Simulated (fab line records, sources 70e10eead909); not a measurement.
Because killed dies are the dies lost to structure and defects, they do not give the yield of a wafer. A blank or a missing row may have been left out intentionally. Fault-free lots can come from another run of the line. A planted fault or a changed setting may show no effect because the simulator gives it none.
A struck lot beside a sound one -- flow nand harc -- 17 steps out of a route of 1159
Sound: the wafers L417.2, L417.3, L417.6. The struck wafers were L419.4, L419.5, L419.6. At the end, the cause is stated.
At each step with rows: each side's tool, then ch and its chambers, then its first start. Under that, the readings that differ: sound wafers -- struck wafers -- difference of the means -- sigmas: that difference in standard deviations of wafers without a fault.
alike: same words and numbers on both sides, and readings whose means sit less than 2 such deviations apart. not compared: any withheld reading, any reading some wafer has no value for, any bound like >300 that may hide the same value, and any number with overlapping values for which the record gives no deviation.
A row with sigmas, a row that says differs or no value, or rows on one side alone: a step with any of these is where the two part. Non-overlapping numbers with no deviation appear without sigmas and do not part them. A reading that every wafer of one side lacks parts them only if that side has two wafers or more.

NHARC_P_GATE_CD_MEAS_46: the cd target is 720 nm.
  sound on cd sem-03 ch 0, day 6 23:59; struck on cd sem-03 ch 0, day 7 12:51
  alike: cd nm
then, 1 step without rows for these wafers: NHARC_P_GATE_HARDBAKE_47 (time 80 s).
NHARC_P_GATE_DESCUM_48: chemistry O2, time 3 s.
  sound on rie diel-12 ch 0,1,3, day 7 00:10; struck on rie diel-01 ch 0,1,2, day 7 13:53
  alike: drypump motor current A, oes product au, rf vpp V, showerhead plenum p Torr, throttle valve pct
  not compared: rf hours counter h
following that, these wafers have no rows for 1 step: NHARC_P_GATE_IMPLANT_49.
NHARC_P_GATE_STRIP_111: strips in N2/H2, time 250 s.
  sound on plasma asher-01 ch 0, day 7 00:31; struck on plasma asher-01 ch 0,1, day 7 14:22
  alike: drypump motor current A, heater power w, rf refl power W
  not compared: rf hours counter h
NHARC_P_GATE_STRIP_75: strips in O2.
  sound on plasma asher-01 ch 0, day 7 00:49; struck on plasma asher-01 ch 0,1, day 7 14:34
  alike: drypump motor current A, heater power w, rf refl power W
  not compared: rf hours counter h
then, 6 steps without rows for these wafers: NHARC_P_GATE_STRIP_50 (strips in SPM, time 900 s); NHARC_P_GATE_DEHYDRATE_51 (time 120 s); NHARC_P_GATE_HMDS_52 (time 30 s); NHARC_P_GATE_COAT_53; NHARC_P_GATE_SOFTBAKE_54 (time 95 s); NHARC_P_GATE_EBR_55.
NHARC_P_GATE_EXPOSE_56: exposes mask P PSD, target cd 720 nm.
  sound on krf scanner-02 ch 0, day 7 01:37; struck on krf scanner-02 ch 0, day 7 15:23
reading,sound,struck,difference,sigmas
mask,P_PSD#0 P_PSD#0 P_PSD#0,P_HVN#0 P_HVN#0 P_HVN#0,differs,
then, 2 steps without rows for these wafers: NHARC_P_GATE_PEB_57 (peb time 85 s); NHARC_P_GATE_DEVELOP_58 (time 70 s).
NHARC_P_GATE_CD_MEAS_59: the cd target is 720 nm.
  sound on cd sem-03 ch 0, day 7 01:47; struck on cd sem-03 ch 0, day 7 15:32
reading,sound,struck,difference,sigmas
cd nm (nm),718.7 716.9 718.2,- - -,no value on the struck wafers,
then, 1 step without rows for these wafers: NHARC_P_GATE_HARDBAKE_60 (time 80 s).

## WHERE THEY PART
First at NHARC_P_GATE_EXPOSE_56; last, within this record, at NHARC_P_GATE_CD_MEAS_59.

WHY: whatever the simulator had introduced
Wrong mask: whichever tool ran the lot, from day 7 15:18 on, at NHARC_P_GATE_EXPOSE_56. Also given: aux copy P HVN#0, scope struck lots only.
